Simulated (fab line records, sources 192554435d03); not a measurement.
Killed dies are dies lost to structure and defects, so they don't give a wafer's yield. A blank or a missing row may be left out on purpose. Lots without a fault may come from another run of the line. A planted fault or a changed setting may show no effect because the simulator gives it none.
Chamber matching | flow n5_finfet | N5_BEOL_M11_STRIP_19 on rie_diel-01: 4 sister chambers
The step strips in O2. 4 wafers are shown with their chamber, then 11 later ones without.

WAFERS WITH THEIR CHAMBER
wafer  | chamber | drypump_motor_current_A (A)
L090.3 | 2       | 5.3
L090.4 | 1       | 5.4
L090.6 | 0       | 5.5
L094.2 | 3       | 6.0

WAFERS WITHOUT THEIR CHAMBER
wafer  | drypump_motor_current_A (A)
L094.3 | 5.4
L094.6 | 5.2
L095.2 | 5.5
L095.5 | 5.3
L095.6 | 5.4
L096.1 | 5.4
L096.2 | 5.5
L096.3 | 5.2
L096.4 | 6.0
L096.5 | 5.4
L096.6 | 5.5

WHICH CHAMBER EACH WENT THROUGH
wafer  | from the rows above | in truth
L094.3 | 1                   | 1
L094.6 | 2                   | 2
L095.2 | 0                   | 0
L095.5 | 2                   | 2
L095.6 | 1                   | 1
L096.1 | 1                   | 1
L096.2 | 0                   | 0
L096.3 | 2                   | 2
L096.4 | 3                   | 3
L096.5 | 1                   | 1
L096.6 | 0                   | 0
Placed correctly: 11 of 11. Can't be placed from these rows: 0. Placed wrongly: 0.
How it was worked out, from the rows above alone: a wafer's distance from a chamber is the root of the sum, over the readings, of the square of ((its reading less the chamber's mean) divided by the reading's scatter). The wafer belongs to the nearest chamber; if the next one is less than 2 further off, it can't be placed. A chamber's mean is the mean of its shown wafers. The scatter: with one shown wafer a chamber, the root of the mean of the squares of how far each hidden wafer lies from its nearest shown one.
